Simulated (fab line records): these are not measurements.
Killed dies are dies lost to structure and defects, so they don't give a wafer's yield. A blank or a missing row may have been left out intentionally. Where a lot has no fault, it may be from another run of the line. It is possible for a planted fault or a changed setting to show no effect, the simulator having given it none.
Which tool did it? :: flow nandHarc :: 24 lots, 72 wafers sampled, at 6 steps of a route of 1302

WHAT EACH GAUGE READ, for each wafer
No reading from a measuring or inspecting step in the record can be judged against a usual standard deviation.

WHAT TOOL EACH LOT RAN ON (gives the tool, then ch and the chambers of the sampled wafers, and finally the start)
lot: L074
NHARC_P_M0_PVD_20: pvdSputter-02, day 6 11:07 or earlier
NHARC_P_M1_ETCH_15: rieDiel-09 ch 1,2,3, day 6 11:07 or earlier
NHARC_P_M1_DEGAS_29: pvdSputter-02, day 6 11:07
NHARC_P_M1_PRE_CLEAN_30: pvdSputter-02, day 6 14:37 or earlier
NHARC_P_M2_STRIP_18: rieDiel-10 ch 1,2,3, day 6 14:37
NHARC_P_M2_PVD_21: pvdSputter-03, no start

lot: L075
NHARC_P_M0_PVD_20: pvdSputter-01, day 6 14:15 or earlier
NHARC_P_M1_ETCH_15: rieDiel-03 ch 0,2, day 6 14:15 or earlier
NHARC_P_M1_DEGAS_29: pvdSputter-02, day 6 14:15
NHARC_P_M1_PRE_CLEAN_30: pvdSputter-02, day 6 17:49 or earlier
NHARC_P_M2_STRIP_18: rieDiel-04 ch 0,1,2, day 6 17:49
NHARC_P_M2_PVD_21: pvdSputter-03, no start

lot: L076
NHARC_P_M0_PVD_20: pvdSputter-01, day 7 01:59 or earlier
NHARC_P_M1_ETCH_15: rieDiel-03 ch 1,3, day 7 01:59 or earlier
NHARC_P_M1_DEGAS_29: pvdSputter-01, day 7 01:59
NHARC_P_M1_PRE_CLEAN_30: pvdSputter-01, day 7 05:25 or earlier
NHARC_P_M2_STRIP_18: rieDiel-08 ch 0,2, day 7 05:25
NHARC_P_M2_PVD_21: pvdSputter-01, no start

lot: L077
NHARC_P_M0_PVD_20: pvdSputter-01, day 7 13:20 or earlier
NHARC_P_M1_ETCH_15: rieDiel-09 ch 0,1,3, day 7 13:20 or earlier
NHARC_P_M1_DEGAS_29: pvdSputter-02, day 7 13:20
NHARC_P_M1_PRE_CLEAN_30: pvdSputter-02, day 7 16:52 or earlier
NHARC_P_M2_STRIP_18: rieDiel-08 ch 1,3, day 7 16:52
NHARC_P_M2_PVD_21: pvdSputter-02, no start

lot: L078
NHARC_P_M0_PVD_20: pvdSputter-03, day 8 01:14 or earlier
NHARC_P_M1_ETCH_15: rieDiel-03 ch 0,1,2, day 8 01:14 or earlier
NHARC_P_M1_DEGAS_29: pvdSputter-01, day 8 01:14
NHARC_P_M1_PRE_CLEAN_30: pvdSputter-01, day 8 04:48 or earlier
NHARC_P_M2_STRIP_18: rieDiel-04 ch 2,3, day 8 04:48
NHARC_P_M2_PVD_21: pvdSputter-01, no start

lot: L079
NHARC_P_M0_PVD_20: pvdSputter-02, day 8 06:32 or earlier
NHARC_P_M1_ETCH_15: rieDiel-09 ch 0,1,3, day 8 06:32 or earlier
NHARC_P_M1_DEGAS_29: pvdSputter-02, day 8 06:32
NHARC_P_M1_PRE_CLEAN_30: pvdSputter-02, day 8 09:58 or earlier
NHARC_P_M2_STRIP_18: rieDiel-10 ch 0,2, day 8 09:58
NHARC_P_M2_PVD_21: pvdSputter-02, no start

lot: L080
NHARC_P_M0_PVD_20: pvdSputter-01, day 8 23:53 or earlier
NHARC_P_M1_ETCH_15: rieDiel-03 ch 1,2, day 8 23:53 or earlier
NHARC_P_M1_DEGAS_29: pvdSputter-03, day 8 23:53
NHARC_P_M1_PRE_CLEAN_30: pvdSputter-03, day 9 03:26 or earlier
NHARC_P_M2_STRIP_18: rieDiel-10 ch 0,2, day 9 03:26
NHARC_P_M2_PVD_21: pvdSputter-02, no start

lot: L081
NHARC_P_M0_PVD_20: pvdSputter-01, day 9 09:38 or earlier
NHARC_P_M1_ETCH_15: rieDiel-03 ch 0,1, day 9 09:38 or earlier
NHARC_P_M1_DEGAS_29: pvdSputter-02, day 9 09:38
NHARC_P_M1_PRE_CLEAN_30: pvdSputter-02, day 9 13:08 or earlier
NHARC_P_M2_STRIP_18: rieDiel-10 ch 0,3, day 9 13:08
NHARC_P_M2_PVD_21: pvdSputter-02, no start

lot: L082
NHARC_P_M0_PVD_20: pvdSputter-01, day 9 14:18 or earlier
NHARC_P_M1_ETCH_15: rieDiel-03 ch 0,2,3, day 9 14:18 or earlier
NHARC_P_M1_DEGAS_29: pvdSputter-03, day 9 14:18
NHARC_P_M1_PRE_CLEAN_30: pvdSputter-03, day 9 18:50 or earlier
NHARC_P_M2_STRIP_18: rieDiel-04 ch 1,2, day 9 18:50
NHARC_P_M2_PVD_21: pvdSputter-03, no start

lot: L083
NHARC_P_M0_PVD_20: pvdSputter-03, day 10 09:08 or earlier
NHARC_P_M1_ETCH_15: rieDiel-07 ch 1,2, day 10 09:08 or earlier
NHARC_P_M1_DEGAS_29: pvdSputter-03, day 10 09:08
NHARC_P_M1_PRE_CLEAN_30: pvdSputter-03, day 10 12:36 or earlier
NHARC_P_M2_STRIP_18: rieDiel-10 ch 0,2,3, day 10 12:36
NHARC_P_M2_PVD_21: pvdSputter-02, no start

lot: L084
NHARC_P_M0_PVD_20: pvdSputter-02, day 10 13:27 or earlier
NHARC_P_M1_ETCH_15: rieDiel-03 ch 0,1,2, day 10 13:27 or earlier
NHARC_P_M1_DEGAS_29: pvdSputter-03, day 10 13:27
NHARC_P_M1_PRE_CLEAN_30: pvdSputter-03, day 10 16:50 or earlier
NHARC_P_M2_STRIP_18: rieDiel-04 ch 0,2,3, day 10 16:50
NHARC_P_M2_PVD_21: pvdSputter-03, no start

lot: L085
NHARC_P_M0_PVD_20: pvdSputter-03, day 10 17:05 or earlier
NHARC_P_M1_ETCH_15: rieDiel-09 ch 1,3, day 10 17:05 or earlier
NHARC_P_M1_DEGAS_29: pvdSputter-02, day 10 17:05
NHARC_P_M1_PRE_CLEAN_30: pvdSputter-02, day 10 20:38 or earlier
NHARC_P_M2_STRIP_18: rieDiel-08 ch 0,2, day 10 20:38
NHARC_P_M2_PVD_21: pvdSputter-02, no start

lot: L086
NHARC_P_M0_PVD_20: pvdSputter-02, day 11 04:24 or earlier
NHARC_P_M1_ETCH_15: rieDiel-03 ch 1,2, day 11 04:24 or earlier
NHARC_P_M1_DEGAS_29: pvdSputter-01, day 11 04:24
NHARC_P_M1_PRE_CLEAN_30: pvdSputter-01, day 11 07:58 or earlier
NHARC_P_M2_STRIP_18: rieDiel-04 ch 0,1,2, day 11 07:58
NHARC_P_M2_PVD_21: pvdSputter-01, no start

lot: L087
NHARC_P_M0_PVD_20: pvdSputter-03, day 11 15:55 or earlier
NHARC_P_M1_ETCH_15: rieDiel-07 ch 2,3, day 11 15:55 or earlier
NHARC_P_M1_DEGAS_29: pvdSputter-03, day 11 15:55
NHARC_P_M1_PRE_CLEAN_30: pvdSputter-03, day 11 19:25 or earlier
NHARC_P_M2_STRIP_18: rieDiel-08 ch 1,3, day 11 19:25
NHARC_P_M2_PVD_21: pvdSputter-01, no start

lot: L089
NHARC_P_M0_PVD_20: pvdSputter-01, day 12 10:37 or earlier
NHARC_P_M1_ETCH_15: rieDiel-03 ch 1,2,3, day 12 10:37 or earlier
NHARC_P_M1_DEGAS_29: pvdSputter-03, day 12 10:37
NHARC_P_M1_PRE_CLEAN_30: pvdSputter-03, day 12 14:07 or earlier
NHARC_P_M2_STRIP_18: rieDiel-08 ch 0,2,3, day 12 14:07
NHARC_P_M2_PVD_21: pvdSputter-02, no start

lot: L088
NHARC_P_M0_PVD_20: pvdSputter-02, day 12 12:58 or earlier
NHARC_P_M1_ETCH_15: rieDiel-03 ch 0,3, day 12 12:58 or earlier
NHARC_P_M1_DEGAS_29: pvdSputter-01, day 12 12:58
NHARC_P_M1_PRE_CLEAN_30: pvdSputter-01, day 12 16:35 or earlier
NHARC_P_M2_STRIP_18: rieDiel-04 ch 0,1,3, day 12 16:35
NHARC_P_M2_PVD_21: pvdSputter-01, no start

lot: L090
NHARC_P_M0_PVD_20: pvdSputter-03, day 13 06:25 or earlier
NHARC_P_M1_ETCH_15: rieDiel-07 ch 0,2,3, day 13 06:25 or earlier
NHARC_P_M1_DEGAS_29: pvdSputter-03, day 13 06:25
NHARC_P_M1_PRE_CLEAN_30: pvdSputter-03, day 13 09:55 or earlier
NHARC_P_M2_STRIP_18: rieDiel-04 ch 0,1,3, day 13 09:55
NHARC_P_M2_PVD_21: pvdSputter-03, no start

lot: L091
NHARC_P_M0_PVD_20: pvdSputter-02, day 13 08:41 or earlier
NHARC_P_M1_ETCH_15: rieDiel-03 ch 0,2,3, day 13 08:41 or earlier
NHARC_P_M1_DEGAS_29: pvdSputter-01, day 13 08:41
NHARC_P_M1_PRE_CLEAN_30: pvdSputter-01, day 13 12:17 or earlier
NHARC_P_M2_STRIP_18: rieDiel-08 ch 0,1, day 13 12:17
NHARC_P_M2_PVD_21: pvdSputter-03, no start

lot: L092
NHARC_P_M0_PVD_20: pvdSputter-01, day 13 18:43 or earlier
NHARC_P_M1_ETCH_15: rieDiel-07 ch 1,2, day 13 18:43 or earlier
NHARC_P_M1_DEGAS_29: pvdSputter-02, day 13 18:43
NHARC_P_M1_PRE_CLEAN_30: pvdSputter-02, day 13 22:19 or earlier
NHARC_P_M2_STRIP_18: rieDiel-04 ch 0,3, day 13 22:19
NHARC_P_M2_PVD_21: pvdSputter-02, no start

lot: L093
NHARC_P_M0_PVD_20: pvdSputter-01, day 14 04:14 or earlier
NHARC_P_M1_ETCH_15: rieDiel-03 ch 0,1,2, day 14 04:14 or earlier
NHARC_P_M1_DEGAS_29: pvdSputter-03, day 14 04:14
NHARC_P_M1_PRE_CLEAN_30: pvdSputter-03, day 14 07:37 or earlier
NHARC_P_M2_STRIP_18: rieDiel-10 ch 2,3, day 14 07:37
NHARC_P_M2_PVD_21: pvdSputter-03, no start

lot: L094
NHARC_P_M0_PVD_20: pvdSputter-01, day 14 19:40 or earlier
NHARC_P_M1_ETCH_15: rieDiel-09 ch 1,3, day 14 19:40 or earlier
NHARC_P_M1_DEGAS_29: pvdSputter-03, day 14 19:40
NHARC_P_M1_PRE_CLEAN_30: pvdSputter-03, day 14 23:04 or earlier
NHARC_P_M2_STRIP_18: rieDiel-04 ch 0,2, day 14 23:04
NHARC_P_M2_PVD_21: pvdSputter-02, no start

lot: L095
NHARC_P_M0_PVD_20: pvdSputter-02, day 14 23:23 or earlier
NHARC_P_M1_ETCH_15: rieDiel-09 ch 0,1, day 14 23:23 or earlier
NHARC_P_M1_DEGAS_29: pvdSputter-01, day 14 23:23
NHARC_P_M1_PRE_CLEAN_30: pvdSputter-01, day 15 02:53 or earlier
NHARC_P_M2_STRIP_18: rieDiel-08 ch 0,1, day 15 02:53
NHARC_P_M2_PVD_21: pvdSputter-02, no start

lot: L096
NHARC_P_M0_PVD_20: pvdSputter-01, day 15 12:47 or earlier
NHARC_P_M1_ETCH_15: rieDiel-09 ch 0,1, day 15 12:47 or earlier
NHARC_P_M1_DEGAS_29: pvdSputter-01, day 15 12:47
NHARC_P_M1_PRE_CLEAN_30: pvdSputter-01, day 15 16:15 or earlier
NHARC_P_M2_STRIP_18: rieDiel-08 ch 0,2,3, day 15 16:15
NHARC_P_M2_PVD_21: pvdSputter-01, no start

lot: L097
NHARC_P_M0_PVD_20: pvdSputter-02, day 15 22:31 or earlier
NHARC_P_M1_ETCH_15: rieDiel-03 ch 0,2,3, day 15 22:31 or earlier
NHARC_P_M1_DEGAS_29: pvdSputter-02, day 15 22:31
NHARC_P_M1_PRE_CLEAN_30: pvdSputter-02, day 16 02:23 or earlier
NHARC_P_M2_STRIP_18: rieDiel-10 ch 1,2,3, day 16 02:23
NHARC_P_M2_PVD_21: pvdSputter-02, no start
- NHARC_P_M0_PVD_20: deposits TaN, target thk 5 nm, time 8.06 s.
- NHARC_P_M1_ETCH_15: etches the open film in C4F8/Ar, target depth 182.5 nm, time 91.2 s.
- NHARC_P_M1_DEGAS_29: time 60 s.
- NHARC_P_M1_PRE_CLEAN_30: time 30 s.
- NHARC_P_M2_STRIP_18: strips in N2/H2.
- NHARC_P_M2_PVD_21: deposits Cu, target thk 30 nm, time 20.49 s.

AS READ BY THE TOOLS THEMSELVES (means over the sampled wafers that have a number; for cases with no such wafer, the mark the record gives instead)
NHARC_P_M0_PVD_20. Usual: chamberPressurePa 0.11998 Pa, standard deviation 0.00027; throttleValvePct 30.6 %, standard deviation 0.78.
lot: L074
tool: pvdSputter-02
chamberPressurePa (Pa): 0.11981
throttleValvePct (%): 30.6
flag: 

lot: L075
tool: pvdSputter-01
chamberPressurePa (Pa): 0.12025
throttleValvePct (%): 31.0
flag: 

lot: L076
tool: pvdSputter-01
chamberPressurePa (Pa): 0.11954
throttleValvePct (%): 31.2
flag: 

lot: L077
tool: pvdSputter-01
chamberPressurePa (Pa): 0.11990
throttleValvePct (%): 30.7
flag: 

lot: L078
tool: pvdSputter-03
chamberPressurePa (Pa): 0.11991
throttleValvePct (%): 29.4
flag: 

lot: L079
tool: pvdSputter-02
chamberPressurePa (Pa): 0.11990
throttleValvePct (%): 31.1
flag: 

lot: L080
tool: pvdSputter-01
chamberPressurePa (Pa): 0.12021
throttleValvePct (%): 31.2
flag: 

lot: L081
tool: pvdSputter-01
chamberPressurePa (Pa): 0.11999
throttleValvePct (%): 31.1
flag: 

lot: L082
tool: pvdSputter-01
chamberPressurePa (Pa): 0.12004
throttleValvePct (%): 30.6
flag: 

lot: L083
tool: pvdSputter-03
chamberPressurePa (Pa): 0.12006
throttleValvePct (%): 29.4
flag: 

lot: L084
tool: pvdSputter-02
chamberPressurePa (Pa): 0.11985
throttleValvePct (%): 31.5
flag: 

lot: L085
tool: pvdSputter-03
chamberPressurePa (Pa): 0.11999
throttleValvePct (%): 30.0
flag: 

lot: L086
tool: pvdSputter-02
chamberPressurePa (Pa): 0.12005
throttleValvePct (%): 30.6
flag: 

lot: L087
tool: pvdSputter-03
chamberPressurePa (Pa): 0.12016
throttleValvePct (%): 29.6
flag: 

lot: L089
tool: pvdSputter-01
chamberPressurePa (Pa): 0.11966
throttleValvePct (%): 30.8
flag: 

lot: L088
tool: pvdSputter-02
chamberPressurePa (Pa): 0.11998
throttleValvePct (%): 30.9
flag: 

lot: L090
tool: pvdSputter-03
chamberPressurePa (Pa): 0.12019
throttleValvePct (%): 29.7
flag: 

lot: L091
tool: pvdSputter-02
chamberPressurePa (Pa): 0.12007
throttleValvePct (%): 31.3
flag: 

lot: L092
tool: pvdSputter-01
chamberPressurePa (Pa): 0.11997
throttleValvePct (%): 30.7
flag: 

lot: L093
tool: pvdSputter-01
chamberPressurePa (Pa): 0.11988
throttleValvePct (%): 30.7
flag: 

lot: L094
tool: pvdSputter-01
chamberPressurePa (Pa): 0.12009
throttleValvePct (%): 30.5
flag: 

lot: L095
tool: pvdSputter-02
chamberPressurePa (Pa): 0.11974
throttleValvePct (%): 30.7
flag: 

lot: L096
tool: pvdSputter-01
chamberPressurePa (Pa): 0.12008
throttleValvePct (%): 30.7
flag: 

lot: L097
tool: pvdSputter-02
chamberPressurePa (Pa): 0.11992
throttleValvePct (%): 30.8
flag: 

NHARC_P_M1_ETCH_15. Usual: oesProductAu 0.952 a.u., standard deviation 0.022; rfVppV 440.0 V, standard deviation 2.4.
lot: L074
tool: rieDiel-09
oesProductAu (a.u.): 0.954
rfVppV (V): 441.4
flag: 

lot: L075
tool: rieDiel-03
oesProductAu (a.u.): 0.968
rfVppV (V): 437.3
flag: 

lot: L076
tool: rieDiel-03
oesProductAu (a.u.): 0.926
rfVppV (V): 441.1
flag: 

lot: L077
tool: rieDiel-09
oesProductAu (a.u.): 0.965
rfVppV (V): 440.0
flag: 

lot: L078
tool: rieDiel-03
oesProductAu (a.u.): 0.948
rfVppV (V): 438.7
flag: 

lot: L079
tool: rieDiel-09
oesProductAu (a.u.): 0.968
rfVppV (V): 440.3
flag: 

lot: L080
tool: rieDiel-03
oesProductAu (a.u.): 0.973
rfVppV (V): 438.7
flag: 

lot: L081
tool: rieDiel-03
oesProductAu (a.u.): 0.967
rfVppV (V): 439.4
flag: 

lot: L082
tool: rieDiel-03
oesProductAu (a.u.): 0.965
rfVppV (V): 438.6
flag: 

lot: L083
tool: rieDiel-07
oesProductAu (a.u.): 0.972
rfVppV (V): 442.2
flag: 

lot: L084
tool: rieDiel-03
oesProductAu (a.u.): 0.963
rfVppV (V): 439.2
flag: 

lot: L085
tool: rieDiel-09
oesProductAu (a.u.): 0.912
rfVppV (V): 441.6
flag: 

lot: L086
tool: rieDiel-03
oesProductAu (a.u.): 0.972
rfVppV (V): 438.4
flag: 

lot: L087
tool: rieDiel-07
oesProductAu (a.u.): 0.969
rfVppV (V): 440.9
flag: 

lot: L089
tool: rieDiel-03
oesProductAu (a.u.): 0.923
rfVppV (V): 439.6
flag: 

lot: L088
tool: rieDiel-03
oesProductAu (a.u.): 0.919
rfVppV (V): 439.3
flag: 

lot: L090
tool: rieDiel-07
oesProductAu (a.u.): 0.915
rfVppV (V): 441.4
flag: 

lot: L091
tool: rieDiel-03
oesProductAu (a.u.): 0.955
rfVppV (V): 438.5
flag: 

lot: L092
tool: rieDiel-07
oesProductAu (a.u.): 0.975
rfVppV (V): 440.8
flag: 

lot: L093
tool: rieDiel-03
oesProductAu (a.u.): 0.922
rfVppV (V): 438.8
flag: 

lot: L094
tool: rieDiel-09
oesProductAu (a.u.): 0.964
rfVppV (V): 441.0
flag: 

lot: L095
tool: rieDiel-09
oesProductAu (a.u.): 0.963
rfVppV (V): 439.3
flag: 

lot: L096
tool: rieDiel-09
oesProductAu (a.u.): 0.956
rfVppV (V): 441.8
flag: 

lot: L097
tool: rieDiel-03
oesProductAu (a.u.): 0.953
rfVppV (V): 438.6
flag: 

NHARC_P_M1_DEGAS_29. Usual: 333 W for heaterPowerW, sd 34.
lot: L074
tool: pvdSputter-02
heaterPowerW (W): 314
flag: 

lot: L075
tool: pvdSputter-02
heaterPowerW (W): 294
flag: 

lot: L076
tool: pvdSputter-01
heaterPowerW (W): 327
flag: 

lot: L077
tool: pvdSputter-02
heaterPowerW (W): 334
flag: 

lot: L078
tool: pvdSputter-01
heaterPowerW (W): 359
flag: 

lot: L079
tool: pvdSputter-02
heaterPowerW (W): 323
flag: 

lot: L080
tool: pvdSputter-03
heaterPowerW (W): 342
flag: 

lot: L081
tool: pvdSputter-02
heaterPowerW (W): 342
flag: 

lot: L082
tool: pvdSputter-03
heaterPowerW (W): 347
flag: 

lot: L083
tool: pvdSputter-03
heaterPowerW (W): 327
flag: 

lot: L084
tool: pvdSputter-03
heaterPowerW (W): 330
flag: 

lot: L085
tool: pvdSputter-02
heaterPowerW (W): 298
flag: 

lot: L086
tool: pvdSputter-01
heaterPowerW (W): 328
flag: 

lot: L087
tool: pvdSputter-03
heaterPowerW (W): 349
flag: 

lot: L089
tool: pvdSputter-03
heaterPowerW (W): 348
flag: 

lot: L088
tool: pvdSputter-01
heaterPowerW (W): 328
flag: 

lot: L090
tool: pvdSputter-03
heaterPowerW (W): 339
flag: 

lot: L091
tool: pvdSputter-01
heaterPowerW (W): 314
flag: 

lot: L092
tool: pvdSputter-02
heaterPowerW (W): 322
flag: 

lot: L093
tool: pvdSputter-03
heaterPowerW (W): 335
flag: 

lot: L094
tool: pvdSputter-03
heaterPowerW (W): 342
flag: 

lot: L095
tool: pvdSputter-01
heaterPowerW (W): 318
flag: 

lot: L096
tool: pvdSputter-01
heaterPowerW (W): 334
flag: 

lot: L097
tool: pvdSputter-02
heaterPowerW (W): 312
flag: 

NHARC_P_M1_PRE_CLEAN_30. Usual: 412 W for heaterPowerW, sd 44.
lot: L074
tool: pvdSputter-02
heaterPowerW (W): 463
flag: 

lot: L075
tool: pvdSputter-02
heaterPowerW (W): 397
flag: 

lot: L076
tool: pvdSputter-01
heaterPowerW (W): 434
flag: 

lot: L077
tool: pvdSputter-02
heaterPowerW (W): 379
flag: 

lot: L078
tool: pvdSputter-01
heaterPowerW (W): 399
flag: 

lot: L079
tool: pvdSputter-02
heaterPowerW (W): 463
flag: 

lot: L080
tool: pvdSputter-03
heaterPowerW (W): 431
flag: 

lot: L081
tool: pvdSputter-02
heaterPowerW (W): 390
flag: 

lot: L082
tool: pvdSputter-03
heaterPowerW (W): 409
flag: 

lot: L083
tool: pvdSputter-03
heaterPowerW (W): 428
flag: 

lot: L084
tool: pvdSputter-03
heaterPowerW (W): 417
flag: 

lot: L085
tool: pvdSputter-02
heaterPowerW (W): 418
flag: 

lot: L086
tool: pvdSputter-01
heaterPowerW (W): 441
flag: 

lot: L087
tool: pvdSputter-03
heaterPowerW (W): 433
flag: 

lot: L089
tool: pvdSputter-03
heaterPowerW (W): 432
flag: 

lot: L088
tool: pvdSputter-01
heaterPowerW (W): 436
flag: 

lot: L090
tool: pvdSputter-03
heaterPowerW (W): 429
flag: 

lot: L091
tool: pvdSputter-01
heaterPowerW (W): 433
flag: 

lot: L092
tool: pvdSputter-02
heaterPowerW (W): 462
flag: 

lot: L093
tool: pvdSputter-03
heaterPowerW (W): 449
flag: 

lot: L094
tool: pvdSputter-03
heaterPowerW (W): 405
flag: 

lot: L095
tool: pvdSputter-01
heaterPowerW (W): 386
flag: 

lot: L096
tool: pvdSputter-01
heaterPowerW (W): 425
flag: 

lot: L097
tool: pvdSputter-02
heaterPowerW (W): 403
flag: 

NHARC_P_M2_STRIP_18. Usual: drypumpMotorCurrentA 5.7 A, standard deviation 0.43; oesProductAu 0.996 a.u., standard deviation 0.013; rfVppV 90.5 V, standard deviation 0.96; showerheadPlenumPTorr 2.02 Torr, standard deviation 0.071; throttleValvePct 14.172 %, standard deviation 0.0096.
lot: L074
tool: rieDiel-10
drypumpMotorCurrentA (A): 5.8
oesProductAu (a.u.): 0.993
rfVppV (V): 89.9
showerheadPlenumPTorr (Torr): 2.01
throttleValvePct (%): 14.166
flag: 

lot: L075
tool: rieDiel-04
drypumpMotorCurrentA (A): 5.5
oesProductAu (a.u.): 0.991
rfVppV (V): 90.2
showerheadPlenumPTorr (Torr): 2.03
throttleValvePct (%): 14.179
flag: 

lot: L076
tool: rieDiel-08
drypumpMotorCurrentA (A): 6.0
oesProductAu (a.u.): 0.987
rfVppV (V): 90.8
showerheadPlenumPTorr (Torr): 1.96
throttleValvePct (%): 14.166
flag: 

lot: L077
tool: rieDiel-08
drypumpMotorCurrentA (A): 5.6
oesProductAu (a.u.): 0.989
rfVppV (V): 89.9
showerheadPlenumPTorr (Torr): 2.00
throttleValvePct (%): 14.176
flag: 

lot: L078
tool: rieDiel-04
drypumpMotorCurrentA (A): 5.5
oesProductAu (a.u.): 0.988
rfVppV (V): 90.9
showerheadPlenumPTorr (Torr): 2.04
throttleValvePct (%): 14.170
flag: 

lot: L079
tool: rieDiel-10
drypumpMotorCurrentA (A): 5.4
oesProductAu (a.u.): 0.987
rfVppV (V): 90.1
showerheadPlenumPTorr (Torr): 2.04
throttleValvePct (%): 14.175
flag: 

lot: L080
tool: rieDiel-10
drypumpMotorCurrentA (A): 5.4
oesProductAu (a.u.): 0.992
rfVppV (V): 91.5
showerheadPlenumPTorr (Torr): 2.04
throttleValvePct (%): 14.163
flag: 

lot: L081
tool: rieDiel-10
drypumpMotorCurrentA (A): 6.0
oesProductAu (a.u.): 1.012
rfVppV (V): 91.0
showerheadPlenumPTorr (Torr): 2.08
throttleValvePct (%): 14.179
flag: 

lot: L082
tool: rieDiel-04
drypumpMotorCurrentA (A): 5.2
oesProductAu (a.u.): 0.998
rfVppV (V): 90.3
showerheadPlenumPTorr (Torr): 1.99
throttleValvePct (%): 14.167
flag: 

lot: L083
tool: rieDiel-10
drypumpMotorCurrentA (A): 5.8
oesProductAu (a.u.): 0.999
rfVppV (V): 90.6
showerheadPlenumPTorr (Torr): 2.06
throttleValvePct (%): 14.167
flag: 

lot: L084
tool: rieDiel-04
drypumpMotorCurrentA (A): 5.4
oesProductAu (a.u.): 1.012
rfVppV (V): 90.3
showerheadPlenumPTorr (Torr): 2.01
throttleValvePct (%): 14.174
flag: 

lot: L085
tool: rieDiel-08
drypumpMotorCurrentA (A): 6.1
oesProductAu (a.u.): 0.976
rfVppV (V): 89.7
showerheadPlenumPTorr (Torr): 1.94
throttleValvePct (%): 14.173
flag: 

lot: L086
tool: rieDiel-04
drypumpMotorCurrentA (A): 5.5
oesProductAu (a.u.): 0.994
rfVppV (V): 89.2
showerheadPlenumPTorr (Torr): 2.03
throttleValvePct (%): 14.174
flag: 

lot: L087
tool: rieDiel-08
drypumpMotorCurrentA (A): 5.6
oesProductAu (a.u.): 0.990
rfVppV (V): 89.7
showerheadPlenumPTorr (Torr): 1.99
throttleValvePct (%): 14.177
flag: 

lot: L089
tool: rieDiel-08
drypumpMotorCurrentA (A): 5.9
oesProductAu (a.u.): 0.986
rfVppV (V): 90.7
showerheadPlenumPTorr (Torr): 1.96
throttleValvePct (%): 14.176
flag: 

lot: L088
tool: rieDiel-04
drypumpMotorCurrentA (A): 5.9
oesProductAu (a.u.): 0.990
rfVppV (V): 90.8
showerheadPlenumPTorr (Torr): 2.09
throttleValvePct (%): 14.173
flag: 

lot: L090
tool: rieDiel-04
drypumpMotorCurrentA (A): 5.9
oesProductAu (a.u.): 0.994
rfVppV (V): 92.1
showerheadPlenumPTorr (Torr): 2.09
throttleValvePct (%): 14.170
flag: 

lot: L091
tool: rieDiel-08
drypumpMotorCurrentA (A): 5.9
oesProductAu (a.u.): 0.994
rfVppV (V): 90.8
showerheadPlenumPTorr (Torr): 1.98
throttleValvePct (%): 14.169
flag: 

lot: L092
tool: rieDiel-04
drypumpMotorCurrentA (A): 5.8
oesProductAu (a.u.): 0.998
rfVppV (V): 90.4
showerheadPlenumPTorr (Torr): 2.05
throttleValvePct (%): 14.172
flag: 

lot: L093
tool: rieDiel-10
drypumpMotorCurrentA (A): 5.6
oesProductAu (a.u.): 1.006
rfVppV (V): 90.5
showerheadPlenumPTorr (Torr): 2.04
throttleValvePct (%): 14.163
flag: 

lot: L094
tool: rieDiel-04
drypumpMotorCurrentA (A): 5.4
oesProductAu (a.u.): 1.004
rfVppV (V): 90.4
showerheadPlenumPTorr (Torr): 1.99
throttleValvePct (%): 14.178
flag: 

lot: L095
tool: rieDiel-08
drypumpMotorCurrentA (A): 6.0
oesProductAu (a.u.): 0.990
rfVppV (V): 90.2
showerheadPlenumPTorr (Torr): 1.98
throttleValvePct (%): 14.177
flag: 

lot: L096
tool: rieDiel-08
drypumpMotorCurrentA (A): 5.9
oesProductAu (a.u.): 0.995
rfVppV (V): 90.7
showerheadPlenumPTorr (Torr): 1.96
throttleValvePct (%): 14.167
flag: 

lot: L097
tool: rieDiel-10
drypumpMotorCurrentA (A): 5.7
oesProductAu (a.u.): 1.004
rfVppV (V): 90.4
showerheadPlenumPTorr (Torr): 2.01
throttleValvePct (%): 14.173
flag: 

NHARC_P_M2_PVD_21. Usual: chamberPressurePa 5.001 Pa, standard deviation 0.0098; throttleValvePct 30.6 %, standard deviation 0.84.
lot: L074
tool: pvdSputter-03
chamberPressurePa (Pa): 4.996
throttleValvePct (%): 30.7
flag: 

lot: L075
tool: pvdSputter-03
chamberPressurePa (Pa): 4.998
throttleValvePct (%): 30.0
flag: 

lot: L076
tool: pvdSputter-01
chamberPressurePa (Pa): 5.009
throttleValvePct (%): 31.3
flag: 

lot: L077
tool: pvdSputter-02
chamberPressurePa (Pa): 5.010
throttleValvePct (%): 31.5
flag: 

lot: L078
tool: pvdSputter-01
chamberPressurePa (Pa): 5.007
throttleValvePct (%): 31.3
flag: 

lot: L079
tool: pvdSputter-02
chamberPressurePa (Pa): 5.005
throttleValvePct (%): 31.5
flag: 

lot: L080
tool: pvdSputter-02
chamberPressurePa (Pa): 4.992
throttleValvePct (%): 31.1
flag: 

lot: L081
tool: pvdSputter-02
chamberPressurePa (Pa): 5.003
throttleValvePct (%): 31.0
flag: 

lot: L082
tool: pvdSputter-03
chamberPressurePa (Pa): 5.000
throttleValvePct (%): 30.3
flag: 

lot: L083
tool: pvdSputter-02
chamberPressurePa (Pa): 5.008
throttleValvePct (%): 30.8
flag: 

lot: L084
tool: pvdSputter-03
chamberPressurePa (Pa): 4.996
throttleValvePct (%): 29.8
flag: 

lot: L085
tool: pvdSputter-02
chamberPressurePa (Pa): 4.997
throttleValvePct (%): 31.4
flag: 

lot: L086
tool: pvdSputter-01
chamberPressurePa (Pa): 4.991
throttleValvePct (%): 30.7
flag: 

lot: L087
tool: pvdSputter-01
chamberPressurePa (Pa): 5.000
throttleValvePct (%): 30.6
flag: 

lot: L089
tool: pvdSputter-02
chamberPressurePa (Pa): 5.002
throttleValvePct (%): 30.5
flag: 

lot: L088
tool: pvdSputter-01
chamberPressurePa (Pa): 4.995
throttleValvePct (%): 30.6
flag: 

lot: L090
tool: pvdSputter-03
chamberPressurePa (Pa): 4.995
throttleValvePct (%): 29.4
flag: 

lot: L091
tool: pvdSputter-03
chamberPressurePa (Pa): 5.004
throttleValvePct (%): 30.0
flag: 

lot: L092
tool: pvdSputter-02
chamberPressurePa (Pa): 4.995
throttleValvePct (%): 31.2
flag: 

lot: L093
tool: pvdSputter-03
chamberPressurePa (Pa): 5.006
throttleValvePct (%): 29.9
flag: 

lot: L094
tool: pvdSputter-02
chamberPressurePa (Pa): 5.002
throttleValvePct (%): 30.5
flag: 

lot: L095
tool: pvdSputter-02
chamberPressurePa (Pa): 5.002
throttleValvePct (%): 30.7
flag: 

lot: L096
tool: pvdSputter-01
chamberPressurePa (Pa): 5.005
throttleValvePct (%): 30.5
flag: 

lot: L097
tool: pvdSputter-02
chamberPressurePa (Pa): 5.001
throttleValvePct (%): 31.1
flag: 

THE ANSWER, worked out from the rows above alone
Rule: take the mean of a lot's wafers that have a number; if it is more than 3 standard deviations from the usual mean, the lot is off. A lot without any number at a reading at which 4 lots or more have one is off too. Where the step has rows for the other lots, those lots are counted as sound. First the gauges in route order, then the tools' own readings, where a lot's mean is used as printed above. The first step at which some lot is off is used, and at that step the reading that is off furthest; a lot without a number counts as furthest.
None of the lots is off at any reading shown; this tells nothing.

WHAT THE SIMULATOR HAD INSERTED
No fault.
